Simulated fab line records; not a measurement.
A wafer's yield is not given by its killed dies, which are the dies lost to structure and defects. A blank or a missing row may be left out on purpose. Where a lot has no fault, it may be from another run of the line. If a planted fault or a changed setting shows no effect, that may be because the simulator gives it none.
fab line records	flow n5-finfet
record: lots: 24	wafers: 72	last-day: 17
route steps=1938 shown BEOL_M3@946
lots that met no fault: taken from a fault-free run of the same line
start-h: hours from the record's first day to the start of the lot's first wafer shown	wait-h: time in hours since the lot's previous step	" unchanged from the row above	L1.1+2: several wafers, shown together as one row	- no value present, or no start provided	* or withheld: withheld	< > ~ a bound
route shown NAME@n: names a module that has steps shown in the file, with the first one's number in the route	usual: average and standard deviation across the fault-free wafers	same: alike in all rows	chamber/n: place in a boat	sites: readings site by site	_std_site: standard deviation across them	_edge_site: the outer-site mean with the inner-site mean subtracted	radius-mm: how far each site lies from the wafer's centre	mask NAME#n: copy n	behind: tool/chamber where the wafer was last shaped	hold: why the lot was held/for how many hours/how that ended	device: the n, p or np transistor that did not switch	end of line: tests of these same wafers at the route's end	a step given without rows: its recipe and nothing more	killed: not the wafer's yield, but the dies lost to structure and defects at the first sort	map: a wafer's dies, marking killed ones x, the rest . and places with no die _
set.NAME: the setting the step ran with; set.NAME@STEP: the setting that earlier step ran with	model.NAME: the simulator's own value behind a step, which no gauge read
route steps across a sampled set of lots; one table per step, one row per wafer
services: a tool's chamber out of use, with start hour (start-h, from the record's first day; less than 0 if before it), hours out, and reason
== steps ==
step: N5_BEOL_M3_INSPECT_13
recipe: mode: adi	inspect-instrument: brightfield
usual: raw-defect-count: 412/88
lot.wafer	tool	chamber	start-h	wait-h	raw-defect-count
L074.2	defect-inspect-01	-	144.48	0.0	381
L074.3	"	-	"	"	390
L074.4	"	-	"	"	534
L075.1	defect-inspect-01	-	148.14	0.1	393
L075.5	"	-	"	"	338
L075.6	"	-	"	"	461
L076.3	defect-inspect-01	-	149.06	0.0	354
L076.4	"	-	"	"	501
L076.6	"	-	"	"	606
L077.3	defect-inspect-01	-	165.31	0.0	561
L077.4	"	-	"	"	578
L077.6	"	-	"	"	367
L079.2	defect-inspect-01	-	175.12	0.0	423
L079.4	"	-	"	"	424
L079.6	"	-	"	"	389
L078.1	defect-inspect-01	-	175.34	0.1	342
L078.5	"	-	"	"	305
L078.6	"	-	"	"	341
L080.4	defect-inspect-01	-	192.02	0.0	349
L080.5	"	-	"	"	357
L080.6	"	-	"	"	313
L081.1	defect-inspect-02	-	192.26	0.1	311
L081.2	"	-	"	"	447
L081.5	"	-	"	"	451
L083.1	defect-inspect-02	-	195.86	0.1	328
L083.3	"	-	"	"	347
L083.5	"	-	"	"	464
L082.1	defect-inspect-02	-	199.76	0.1	392
L082.3	"	-	"	"	369
L082.5	"	-	"	"	427
L084.3	defect-inspect-02	-	201.09	0.0	512
L084.4	"	-	"	"	356
L084.5	"	-	"	"	320
L085.1	defect-inspect-01	-	205.55	0.1	491
L085.4	"	-	"	"	423
L085.5	"	-	"	"	278
L088.2	defect-inspect-02	-	220.49	0.0	361
L088.4	"	-	"	"	353
L088.6	"	-	"	"	491
L086.2	defect-inspect-02	-	224.91	0.0	369
L086.5	"	-	"	"	341
L086.6	"	-	"	"	310
L087.1	defect-inspect-02	-	230.79	0.1	381
L087.4	"	-	"	"	386
L087.5	"	-	"	"	437
L089.2	defect-inspect-01	-	239.45	0.0	366
L089.4	"	-	"	"	458
L089.6	"	-	"	"	357
L090.3	defect-inspect-02	-	242.27	0.0	296
L090.5	"	-	"	"	300
L090.6	"	-	"	"	296
L092.3	defect-inspect-02	-	246.32	0.0	453
L092.4	"	-	"	"	410
L092.5	"	-	"	"	387
L091.1	defect-inspect-01	-	246.70	0.1	395
L091.2	"	-	"	"	494
L091.6	"	-	"	"	533
L093.2	defect-inspect-02	-	258.94	0.0	467
L093.4	"	-	"	"	495
L093.5	"	-	"	"	522
L095.1	defect-inspect-02	-	259.72	0.1	397
L095.4	"	-	"	"	491
L095.5	"	-	"	"	404
L094.1	defect-inspect-01	-	263.85	0.1	322
L094.2	"	-	"	"	246
L094.4	"	-	"	"	418
L096.1	defect-inspect-01	-	281.67	0.1	304
L096.2	"	-	"	"	441
L096.3	"	-	"	"	327
L097.1	defect-inspect-01	-	290.19	0.1	440
L097.2	"	-	"	"	284
L097.6	"	-	"	"	444
step: N5_BEOL_M3_INSPECT_30
recipe: mode: adi	inspect-instrument: brightfield
usual: raw-defect-count: 420/92
lot.wafer	tool	chamber	start-h	wait-h	raw-defect-count
L074.2	defect-inspect-01	-	145.35	0.0	359
L074.3	"	-	"	"	357
L074.4	"	-	"	"	551
L075.1	defect-inspect-01	-	149.15	0.1	376
L075.5	"	-	"	"	339
L075.6	"	-	"	"	479
L076.3	defect-inspect-01	-	149.94	0.0	349
L076.4	"	-	"	"	511
L076.6	"	-	"	"	596
L077.3	defect-inspect-02	-	166.26	0.0	589
L077.4	"	-	"	"	610
L077.6	"	-	"	"	424
L079.2	defect-inspect-02	-	176.08	0.0	439
L079.4	"	-	"	"	462
L079.6	"	-	"	"	407
L078.1	defect-inspect-02	-	176.26	0.1	375
L078.5	"	-	"	"	338
L078.6	"	-	"	"	398
L080.4	defect-inspect-02	-	193.02	0.0	360
L080.5	"	-	"	"	383
L080.6	"	-	"	"	347
L081.1	defect-inspect-01	-	193.13	0.1	285
L081.2	"	-	"	"	432
L081.5	"	-	"	"	461
L083.1	defect-inspect-02	-	196.86	0.1	342
L083.3	"	-	"	"	358
L083.5	"	-	"	"	450
L082.1	defect-inspect-02	-	200.65	0.1	404
L082.3	"	-	"	"	377
L082.5	"	-	"	"	433
L084.3	defect-inspect-02	-	201.96	0.0	510
L084.4	"	-	"	"	357
L084.5	"	-	"	"	335
L085.1	defect-inspect-02	-	206.42	0.1	531
L085.4	"	-	"	"	465
L085.5	"	-	"	"	292
L088.2	defect-inspect-01	-	221.45	0.0	361
L088.4	"	-	"	"	324
L088.6	"	-	"	"	490
L086.2	defect-inspect-02	-	225.99	0.0	338
L086.5	"	-	"	"	334
L086.6	"	-	"	"	315
L087.1	defect-inspect-02	-	232.10	0.1	406
L087.4	"	-	"	"	383
L087.5	"	-	"	"	427
L089.2	defect-inspect-02	-	240.45	0.0	415
L089.4	"	-	"	"	490
L089.6	"	-	"	"	363
L090.3	defect-inspect-01	-	243.14	0.0	254
L090.5	"	-	"	"	305
L090.6	"	-	"	"	292
L092.3	defect-inspect-01	-	247.30	0.0	442
L092.4	"	-	"	"	379
L092.5	"	-	"	"	380
L091.1	defect-inspect-02	-	247.57	0.1	423
L091.2	"	-	"	"	545
L091.6	"	-	"	"	574
L093.2	defect-inspect-02	-	260.32	0.0	487
L093.4	"	-	"	"	517
L093.5	"	-	"	"	522
L095.1	defect-inspect-01	-	261.02	0.1	352
L095.4	"	-	"	"	472
L095.5	"	-	"	"	372
L094.1	defect-inspect-02	-	264.84	0.1	366
L094.2	"	-	"	"	292
L094.4	"	-	"	"	429
L096.1	defect-inspect-01	-	282.85	0.1	301
L096.2	"	-	"	"	439
L096.3	"	-	"	"	346
L097.1	defect-inspect-01	-	292.14	0.1	438
L097.2	"	-	"	"	282
L097.6	"	-	"	"	447
step: N5_BEOL_M3_ETCH_77
recipe: chemistry: N2/H2	target: underlayer	target-depth-a: 65	mask-material: CAR-EUV	time-s: 5.2	ion-energy-ev: 200	pressure-mtorr: 30	source-w: 840	bias-w: 150	n2-flow-sccm: 200	h2-flow-sccm: 200	ends: cleared
usual: bias-w: 150.0/0.45	drypump-motor-current-A: 5.8/0.51	etch-rf-on-time-s: 5.13/0.14	oes-product-au: 0.67/0.059	rf-vpp-V: 523.5/1.9	showerhead-plenum-p-Torr: 2.53/0.052	throttle-valve-pct: 17.82/0.25
lot.wafer	tool	chamber	start-h	wait-h	bias-w	drypump-motor-current-A	etch-rf-on-time-s	oes-product-au	rf-hours-counter-h	rf-vpp-V	showerhead-plenum-p-Torr	throttle-valve-pct
L074.2	rie-diel-05	2	145.42	0.0	149.5	5.9	5.04	0.71	87	524.3	2.55	17.44
L074.3	"	0	"	"	149.0	5.8	5.29	0.60	215	522.0	2.51	17.94
L074.4	"	2	"	"	149.2	5.9	5.03	0.72	-	526.1	2.55	17.43
L075.1	rie-diel-05	1	149.53	0.0	150.1	5.7	5.14	0.65	152	526.8	2.62	17.57
L075.5	"	3	"	"	150.5	6.4	5.15	0.72	-	520.7	2.49	18.17
L075.6	"	2	"	"	149.5	5.9	5.02	0.72	-	523.4	2.55	17.44
L076.3	rie-diel-03	0	150.00	0.0	149.9	5.3	4.96	0.74	69	521.6	2.48	17.78
L076.4	"	2	"	"	150.0	5.8	5.14	0.61	223	526.9	2.61	17.86
L076.6	"	0	"	"	150.5	5.3	4.97	0.75	-	521.5	2.48	17.81
L077.3	rie-diel-02	1	166.33	0.0	150.4	5.7	5.01	0.69	87	524.2	2.46	17.82
L077.4	"	3	"	"	150.3	5.4	5.19	0.64	157	525.2	2.57	18.25
L077.6	"	2	"	"	150.1	6.5	5.27	0.61	-	525.4	2.52	17.88
L079.2	rie-diel-02	3	176.15	0.0	150.2	5.4	5.23	0.64	161	523.1	2.56	18.28
L079.4	"	1	"	"	149.9	5.7	5.10	0.70	90	522.3	2.46	17.81
L079.6	"	0	"	"	150.2	5.4	4.92	0.77	-	524.4	2.51	17.50
L078.1	rie-diel-03	2	176.33	0.0	149.9	5.7	5.24	0.59	230	523.7	2.60	17.86
L078.5	"	2	"	"	149.9	5.8	5.25	0.60	-	525.5	2.60	17.86
L078.6	"	3	"	"	150.2	6.6	4.99	0.71	-	524.7	2.57	17.68
L080.4	rie-diel-05	1	193.08	0.0	150.5	5.7	5.20	0.63	165	524.5	2.62	17.58
L080.5	"	2	"	"	150.7	5.9	5.04	0.70	-	523.6	2.54	17.50
L080.6	"	1	"	"	150.1	5.7	5.19	0.62	-	528.0	2.62	17.59
L081.1	rie-diel-05	3	193.20	0.0	149.6	6.4	5.17	0.68	89	520.5	2.48	18.17
L081.2	"	0	"	"	149.5	5.8	5.27	0.61	225	524.6	2.51	17.99
L081.5	"	3	"	"	149.0	6.4	5.18	0.70	-	520.3	2.48	18.18
L083.1	rie-diel-02	1	196.93	0.0	149.5	5.7	5.03	0.69	97	521.2	2.45	17.82
L083.3	"	0	"	"	150.4	5.4	4.90	0.77	52	521.1	2.50	17.50
L083.5	"	2	"	"	150.1	6.4	5.33	0.59	-	523.0	2.52	17.88
L082.1	rie-diel-05	2	200.75	0.0	149.9	5.9	5.04	0.70	106	525.2	2.54	17.49
L082.3	"	1	"	"	150.7	5.7	5.17	0.63	167	529.3	2.61	17.62
L082.5	"	2	"	"	150.5	5.9	5.03	0.70	-	524.0	2.54	17.47
L084.3	rie-diel-03	1	202.06	0.0	149.7	4.8	5.02	0.76	-	524.5	2.61	17.65
L084.4	"	3	"	"	150.1	6.6	4.97	0.70	-	525.1	2.57	17.70
L084.5	"	3	"	"	149.9	6.7	4.95	0.71	-	521.5	2.57	17.71
L085.1	rie-diel-02	3	206.49	0.0	150.2	5.4	5.25	0.62	171	524.7	2.56	18.26
L085.4	"	2	"	"	149.6	6.4	5.30	0.60	172	523.3	2.52	17.90
L085.5	"	0	"	"	149.6	5.4	4.88	0.76	-	520.3	2.50	17.51
L088.2	rie-diel-02	2	221.71	0.0	149.5	6.5	5.25	0.59	175	525.8	2.52	17.91
L088.4	"	1	"	"	150.3	5.7	5.08	0.69	103	522.0	2.45	17.84
L088.6	"	2	"	"	148.9	6.4	5.27	0.60	-	524.1	2.52	17.89
L086.2	rie-diel-02	0	226.22	0.0	149.4	5.4	4.86	0.76	62	523.3	2.50	17.49
L086.5	"	0	"	"	149.7	5.4	4.89	0.77	-	523.6	2.50	17.51
L086.6	"	1	"	"	149.6	5.7	5.07	0.68	-	521.9	2.45	17.83
L087.1	rie-diel-02	0	232.16	0.0	149.1	5.4	4.90	0.76	63	522.9	2.50	17.52
L087.4	"	1	"	"	150.1	5.7	5.14	0.67	106	520.9	2.45	17.85
L087.5	"	2	"	"	149.7	6.5	5.31	0.59	-	523.3	2.52	17.93
L089.2	rie-diel-02	2	240.52	0.0	150.2	6.5	5.32	0.60	181	522.1	2.51	17.90
L089.4	"	3	"	"	150.6	5.4	5.34	0.61	180	523.8	2.56	18.27
L089.6	"	0	"	"	150.5	5.4	4.96	0.74	-	523.4	2.50	17.50
L090.3	rie-diel-02	1	243.20	0.0	150.4	5.7	5.17	0.67	110	521.9	2.45	17.84
L090.5	"	3	"	"	150.0	5.4	5.25	0.62	-	524.0	2.56	18.29
L090.6	"	2	"	"	149.7	6.5	5.29	0.60	-	523.9	2.51	17.90
L092.3	rie-diel-03	3	247.37	0.0	150.3	6.6	5.01	0.69	108	523.9	2.56	17.74
L092.4	"	2	"	"	150.2	5.7	5.26	0.59	245	525.4	2.60	17.89
L092.5	"	0	"	"	150.4	5.3	5.06	0.71	-	522.5	2.46	17.86
L091.1	rie-diel-05	3	247.84	0.0	149.3	6.4	5.25	0.67	103	522.2	2.47	18.21
L091.2	"	0	"	"	150.1	5.8	5.35	0.60	243	523.2	2.50	18.00
L091.6	"	1	"	"	150.2	5.6	5.25	0.61	-	528.7	2.61	17.62
L093.2	rie-diel-02	3	260.39	0.0	149.7	5.4	5.34	0.61	186	522.5	2.55	18.30
L093.4	"	1	"	"	150.5	5.7	5.28	0.66	114	521.9	2.45	17.84
L093.5	"	2	"	"	149.7	6.4	5.39	0.59	-	524.7	2.51	17.92
L095.1	rie-diel-03	1	261.08	0.0	150.1	4.8	5.05	0.74	41	523.3	2.60	17.72
L095.4	"	0	"	"	150.8	5.3	5.04	0.70	103	520.2	2.46	17.85
L095.5	"	1	"	"	150.4	4.8	4.97	0.74	-	523.9	2.60	17.67
L094.1	rie-diel-03	0	264.91	0.0	150.9	5.3	5.07	0.70	104	521.7	2.46	17.87
L094.2	"	3	"	"	149.8	6.6	5.07	0.68	114	522.7	2.56	17.75
L094.4	"	1	"	"	150.2	4.8	5.01	0.75	-	524.6	2.60	17.70
L096.1	rie-diel-02	2	282.92	0.0	149.4	6.5	5.33	0.59	192	523.9	2.51	17.94
L096.2	"	1	"	"	149.7	5.7	5.16	0.66	120	519.6	2.44	17.86
L096.3	"	0	"	"	149.7	5.4	4.95	0.74	77	520.5	2.49	17.50
L097.1	rie-diel-02	1	292.69	0.0	149.4	5.7	5.10	0.67	122	520.9	2.44	17.86
L097.2	"	2	"	"	149.3	6.5	5.28	0.59	195	521.3	2.51	17.93
L097.6	"	2	"	"	149.9	6.4	5.35	0.59	-	525.6	2.51	17.91
step: N5_BEOL_M3_VIA_ETCH_34
recipe: chemistry: C4F6/O2	target-depth-a: 694	mask-material: SOC	pressure-mtorr: 15	ion-energy-ev: 250	taper-deg: 4	time-s: 65.9	source-w: 350	bias-w: 170	Ar_flow_sccm: 300	C4F6_flow_sccm: 10	O2_flow_sccm: 10
usual: bias-w: 170.0/0.53	drypump-motor-current-A: 5.7/0.53	oes-product-au: 0.79/0.07	rf-vpp-V: 673/13	showerhead-plenum-p-Torr: 2.82/0.049	throttle-valve-pct: 30.58/0.23
lot.wafer	tool	chamber	start-h	wait-h	bias-w	drypump-motor-current-A	oes-product-au	rf-hours-counter-h	rf-vpp-V	showerhead-plenum-p-Torr	throttle-valve-pct
L074.2	rie-diel-05	2	152.25	0.0	170.0	5.9	0.83	89	645	2.86	30.30
L074.3	"	1	"	"	170.0	5.6	0.75	152	649	2.93	30.37
L074.4	"	0	"	"	169.6	5.8	0.71	216	682	2.81	30.64
L075.1	rie-diel-02	3	152.39	0.0	170.3	5.4	0.74	153	685	2.80	30.53
L075.5	"	3	"	"	170.8	5.4	0.76	-	686	2.80	30.53
L075.6	"	2	"	"	170.9	6.4	0.72	-	667	2.84	30.68
L076.3	rie-diel-02	0	154.93	0.0	169.7	5.4	0.91	40	689	2.80	30.33
L076.4	"	1	"	"	170.0	5.7	0.82	84	668	2.76	30.70
L076.6	"	2	"	"	169.9	6.4	0.73	-	667	2.84	30.66
L078.1	rie-diel-02	3	178.39	0.0	169.5	5.4	0.76	161	688	2.79	30.54
L078.5	"	1	"	"	170.3	5.7	0.82	-	669	2.76	30.71
L078.6	"	0	"	"	170.8	5.4	0.91	-	691	2.80	30.33
L077.3	rie-diel-02	2	178.83	0.0	169.6	6.4	0.71	162	669	2.83	30.67
L077.4	"	3	"	"	170.2	5.4	0.75	162	686	2.79	30.54
L077.6	"	2	"	"	168.6	6.4	0.71	-	667	2.83	30.68
L079.2	rie-diel-02	2	183.43	0.0	169.7	6.5	0.71	164	668	2.83	30.68
L079.4	"	3	"	"	169.3	5.4	0.75	163	687	2.79	30.54
L079.6	"	2	"	"	169.2	6.5	0.71	-	668	2.83	30.69
L080.4	rie-diel-05	1	194.06	0.0	170.0	5.7	0.74	165	651	2.92	30.36
L080.5	"	2	"	"	170.5	5.9	0.82	-	647	2.85	30.34
L080.6	"	1	"	"	169.8	5.6	0.74	-	651	2.92	30.38
L081.1	rie-diel-03	0	194.28	0.0	170.4	5.3	0.84	84	686	2.77	30.89
L081.2	"	1	"	"	170.5	4.8	0.92	21	685	2.90	30.33
L081.5	"	0	"	"	171.6	5.3	0.84	-	686	2.76	30.92
L083.1	rie-diel-02	2	199.08	0.0	170.3	6.4	0.71	169	667	2.83	30.69
L083.3	"	3	"	"	170.3	5.4	0.74	168	685	2.79	30.54
L083.5	"	1	"	"	170.1	5.7	0.81	-	670	2.76	30.72
L082.1	rie-diel-03	2	206.76	0.0	169.8	5.7	0.69	234	660	2.91	30.59
L082.3	"	3	"	"	169.9	6.7	0.80	97	657	2.84	30.29
L082.5	"	0	"	"	170.2	5.3	0.83	-	685	2.76	30.91
L084.3	rie-diel-02	3	209.87	0.0	169.5	5.4	0.74	171	686	2.79	30.56
L084.4	"	1	"	"	169.1	5.7	0.80	101	669	2.76	30.73
L084.5	"	3	"	"	168.8	5.4	0.75	-	686	2.79	30.54
L085.1	rie-diel-02	2	214.70	0.0	170.3	6.5	0.71	173	669	2.83	30.70
L085.4	"	0	"	"	169.9	5.4	0.88	58	689	2.79	30.36
L085.5	"	3	"	"	169.8	5.4	0.74	-	685	2.79	30.54
L088.2	rie-diel-03	3	226.99	0.0	170.4	6.6	0.81	102	657	2.83	30.30
L088.4	"	2	"	"	169.8	5.7	0.69	239	660	2.91	30.62
L088.6	"	0	"	"	169.6	5.3	0.83	-	684	2.76	30.90
L086.2	rie-diel-05	1	231.36	0.0	170.2	5.7	0.72	178	649	2.91	30.37
L086.5	"	1	"	"	170.6	5.7	0.72	-	649	2.91	30.39
L086.6	"	0	"	"	170.5	5.9	0.70	-	679	2.80	30.67
L087.1	rie-diel-02	3	236.67	0.0	169.5	5.4	0.73	179	686	2.79	30.56
L087.4	"	2	"	"	168.7	6.5	0.70	180	668	2.83	30.70
L087.5	"	2	"	"	169.2	6.4	0.70	-	668	2.83	30.71
L090.3	rie-diel-02	0	244.46	0.0	170.4	5.4	0.87	67	689	2.79	30.36
L090.5	"	1	"	"	168.9	5.7	0.78	-	669	2.75	30.74
L090.6	"	0	"	"	170.1	5.4	0.87	-	690	2.79	30.36
L089.2	rie-diel-02	1	247.66	0.0	170.0	5.7	0.79	111	669	2.75	30.73
L089.4	"	2	"	"	169.9	6.4	0.70	183	669	2.82	30.69
L089.6	"	2	"	"	169.2	6.4	0.70	-	665	2.83	30.72
L092.3	rie-diel-03	1	249.07	0.0	170.4	4.8	0.88	37	687	2.89	30.36
L092.4	"	0	"	"	170.0	5.3	0.82	99	686	2.76	30.91
L092.5	"	3	"	"	169.7	6.6	0.78	-	656	2.83	30.32
L091.1	rie-diel-03	3	250.56	0.0	169.8	6.7	0.79	109	657	2.83	30.31
L091.2	"	1	"	"	170.2	4.8	0.89	38	686	2.89	30.35
L091.6	"	1	"	"	170.2	4.7	0.88	-	686	2.89	30.36
L093.2	rie-diel-03	1	262.71	0.0	169.8	4.8	0.87	42	685	2.89	30.34
L093.4	"	0	"	"	170.1	5.3	0.81	-	684	2.76	30.91
L093.5	"	1	"	"	170.0	4.8	0.87	-	686	2.89	30.35
L095.1	rie-diel-02	2	265.66	0.0	169.6	6.5	0.69	188	667	2.82	30.70
L095.4	"	0	"	"	168.8	5.4	0.85	73	689	2.78	30.37
L095.5	"	2	"	"	169.9	6.5	0.68	-	668	2.82	30.69
L094.1	rie-diel-02	3	276.12	0.0	170.7	5.4	0.73	190	686	2.78	30.57
L094.2	"	0	"	"	169.8	5.4	0.86	75	690	2.78	30.36
L094.4	"	1	"	"	170.8	5.7	0.78	118	668	2.75	30.73
L096.1	rie-diel-03	3	289.34	0.0	169.4	6.6	0.78	122	657	2.82	30.31
L096.2	"	2	"	"	170.9	5.7	0.96	1	661	2.90	30.28
L096.3	"	0	"	"	170.3	5.3	0.80	112	685	2.75	30.93
L097.1	rie-diel-05	3	293.05	0.0	169.7	6.4	0.79	120	666	2.77	31.31
L097.2	"	1	"	"	170.6	5.7	0.71	200	649	2.90	30.40
L097.6	"	3	"	"	169.6	6.4	0.79	-	668	2.77	31.28
step: N5_BEOL_M3_SURFACE_TREAT_85
recipe: gas: Ar	time-s: *	ion-energy-ev: *	ion-current-ma-cm2: 0.5	pressure-mtorr: *	ar-flow-sccm: 30
usual: throttle-valve-pct: *
lot.wafer	tool	chamber	start-h	wait-h	throttle-valve-pct
L074.2	pvd-sputter-03	-	153.03	0.1	*
L074.3	"	-	"	"	*
L074.4	"	-	"	"	*
L075.1	pvd-sputter-02	-	153.19	0.1	*
L075.5	"	-	"	"	*
L075.6	"	-	"	"	*
L076.3	pvd-sputter-03	-	155.87	0.2	*
L076.4	"	-	"	"	*
L076.6	"	-	"	"	*
L078.1	pvd-sputter-03	-	179.67	0.2	*
L078.5	"	-	"	"	*
L078.6	"	-	"	"	*
L077.3	pvd-sputter-02	-	180.47	0.7	*
L077.4	"	-	"	"	*
L077.6	"	-	"	"	*
L079.2	pvd-sputter-03	-	184.58	0.2	*
L079.4	"	-	"	"	*
L079.6	"	-	"	"	*
L080.4	pvd-sputter-02	-	195.22	0.2	*
L080.5	"	-	"	"	*
L080.6	"	-	"	"	*
L081.1	pvd-sputter-03	-	195.29	0.1	*
L081.2	"	-	"	"	*
L081.5	"	-	"	"	*
L083.1	pvd-sputter-01	-	199.99	0.2	*
L083.3	"	-	"	"	*
L083.5	"	-	"	"	*
L082.1	pvd-sputter-01	-	208.04	0.2	*
L082.3	"	-	"	"	*
L082.5	"	-	"	"	*
L084.3	pvd-sputter-01	-	210.94	0.1	*
L084.4	"	-	"	"	*
L084.5	"	-	"	"	*
L085.1	pvd-sputter-02	-	215.51	0.1	*
L085.4	"	-	"	"	*
L085.5	"	-	"	"	*
L088.2	pvd-sputter-01	-	229.48	1.6	*
L088.4	"	-	"	"	*
L088.6	"	-	"	"	*
L086.2	pvd-sputter-02	-	232.49	0.2	*
L086.5	"	-	"	"	*
L086.6	"	-	"	"	*
L087.1	pvd-sputter-01	-	239.06	0.2	*
L087.4	"	-	"	"	*
L087.5	"	-	"	"	*
L090.3	pvd-sputter-01	-	246.06	0.2	*
L090.5	"	-	"	"	*
L090.6	"	-	"	"	*
L089.2	pvd-sputter-03	-	248.74	0.1	*
L089.4	"	-	"	"	*
L089.6	"	-	"	"	*
L092.3	pvd-sputter-03	-	250.52	0.4	*
L092.4	"	-	"	"	*
L092.5	"	-	"	"	*
L091.1	pvd-sputter-01	-	251.59	0.1	*
L091.2	"	-	"	"	*
L091.6	"	-	"	"	*
L093.2	pvd-sputter-02	-	265.75	1.9	*
L093.4	"	-	"	"	*
L093.5	"	-	"	"	*
L095.1	pvd-sputter-02	-	267.35	0.2	*
L095.4	"	-	"	"	*
L095.5	"	-	"	"	*
L094.1	pvd-sputter-01	-	278.36	0.2	*
L094.2	"	-	"	"	*
L094.4	"	-	"	"	*
L096.1	pvd-sputter-01	-	290.23	0.1	*
L096.2	"	-	"	"	*
L096.3	"	-	"	"	*
L097.1	pvd-sputter-02	-	294.29	0.2	*
L097.2	"	-	"	"	*
L097.6	"	-	"	"	*
step: N5_BEOL_M3_SPUTTER_94
recipe: material: Cu	target-thk-a: 45	temp-c: -20	chamber-pressure-pa: 0.07	power-w: withheld	time-s: 8.29
usual: chuck-sensor-temp-C: -16.4/0.38	throttle-valve-pct: 29.9/1.1
lot.wafer	tool	chamber	start-h	wait-h	chuck-sensor-temp-C	throttle-valve-pct
L074.2	pvd-sputter-02	-	154.79	0.1	-16.1	29.2
L074.3	"	-	"	"	-15.6	27.6
L074.4	"	-	"	"	-16.2	30.3
L075.1	pvd-sputter-01	-	155.19	0.1	-16.7	30.6
L075.5	"	-	"	"	-16.5	30.7
L075.6	"	-	"	"	-16.2	29.2
L076.3	pvd-sputter-03	-	157.64	0.1	-16.5	30.2
L076.4	"	-	"	"	-16.8	30.1
L076.6	"	-	"	"	-16.4	30.0
L078.1	pvd-sputter-01	-	181.73	0.1	-16.2	31.0
L078.5	"	-	"	"	-16.1	29.3
L078.6	"	-	"	"	-16.6	30.4
L077.3	pvd-sputter-02	-	182.27	0.1	-16.2	29.3
L077.4	"	-	"	"	-16.3	30.4
L077.6	"	-	"	"	-16.5	30.5
L079.2	pvd-sputter-02	-	186.44	0.1	-16.2	29.2
L079.4	"	-	"	"	-16.9	32.5
L079.6	"	-	"	"	-16.4	30.6
L080.4	pvd-sputter-01	-	197.00	0.1	-16.2	31.1
L080.5	"	-	"	"	-16.1	31.3
L080.6	"	-	"	"	-16.7	29.3
L081.1	pvd-sputter-02	-	197.06	0.1	-16.1	29.2
L081.2	"	-	"	"	-15.9	27.7
L081.5	"	-	"	"	-16.4	30.5
L083.1	pvd-sputter-03	-	201.83	0.1	-16.6	30.2
L083.3	"	-	"	"	-17.0	29.9
L083.5	"	-	"	"	-16.6	28.6
L082.1	pvd-sputter-02	-	209.82	0.1	-15.8	27.9
L082.3	"	-	"	"	-16.0	29.1
L082.5	"	-	"	"	-16.9	32.0
L084.3	pvd-sputter-02	-	212.79	0.1	-16.9	32.4
L084.4	"	-	"	"	-16.3	30.6
L084.5	"	-	"	"	-16.3	30.5
L085.1	pvd-sputter-03	-	217.27	0.1	-16.7	28.6
L085.4	"	-	"	"	-17.0	29.7
L085.5	"	-	"	"	-16.5	28.5
L088.2	pvd-sputter-01	-	231.36	0.1	-16.6	30.6
L088.4	"	-	"	"	-16.1	29.1
L088.6	"	-	"	"	-16.2	29.2
L086.2	pvd-sputter-02	-	234.30	0.1	-15.7	27.8
L086.5	"	-	"	"	-16.3	30.4
L086.6	"	-	"	"	-16.2	29.2
L087.1	pvd-sputter-01	-	240.88	0.1	-16.7	30.5
L087.4	"	-	"	"	-16.0	31.0
L087.5	"	-	"	"	-16.7	30.3
L090.3	pvd-sputter-03	-	247.84	0.1	-15.4	29.9
L090.5	"	-	"	"	-16.7	28.6
L090.6	"	-	"	"	-17.0	29.9
L089.2	pvd-sputter-02	-	250.51	0.1	-16.8	32.3
L089.4	"	-	"	"	-16.3	30.4
L089.6	"	-	"	"	-16.3	30.3
L092.3	pvd-sputter-03	-	252.44	0.1	-16.7	28.6
L092.4	"	-	"	"	-17.1	30.1
L092.5	"	-	"	"	-16.9	30.1
L091.1	pvd-sputter-01	-	253.37	0.1	-16.2	29.0
L091.2	"	-	"	"	-16.6	30.7
L091.6	"	-	"	"	-16.1	29.1
L093.2	pvd-sputter-01	-	267.55	0.1	-16.8	29.2
L093.4	"	-	"	"	-16.7	31.1
L093.5	"	-	"	"	-16.1	30.9
L095.1	pvd-sputter-01	-	269.43	0.1	-16.9	29.1
L095.4	"	-	"	"	-16.0	29.2
L095.5	"	-	"	"	-16.2	29.1
L094.1	pvd-sputter-01	-	280.14	0.1	-16.8	30.4
L094.2	"	-	"	"	-16.1	29.2
L094.4	"	-	"	"	-16.9	29.5
L096.1	pvd-sputter-01	-	291.99	0.1	-16.7	29.3
L096.2	"	-	"	"	-16.4	30.8
L096.3	"	-	"	"	-16.3	28.9
L097.1	pvd-sputter-01	-	296.07	0.1	-16.2	29.0
L097.2	"	-	"	"	-16.7	30.7
L097.6	"	-	"	"	-16.7	30.5
== services ==
tool	chamber	start-h	hours	kind
rie-diel-05	-	122.19	0.2	repair
rie-diel-05	3	129.67	16.7	repair
pvd-sputter-01	-	150.27	1.8	repair
rie-diel-05	-	159.80	1.1	repair
rie-diel-03	2	189.48	14.7	repair
rie-diel-02	-	249.58	2.8	pm
rie-diel-03	2	261.75	-	clean
rie-diel-03	2	261.75	-	consumable-replace:focus-ring
rie-diel-03	2	261.75	24.2	scheduled-down
rie-diel-03	2	261.75	24.2	vent-cycle
rie-diel-05	0	269.66	-	clean
rie-diel-05	0	269.66	-	consumable-replace:focus-ring
rie-diel-05	0	269.66	24.8	scheduled-down
rie-diel-05	0	269.66	24.8	vent-cycle
== key ==
fault none
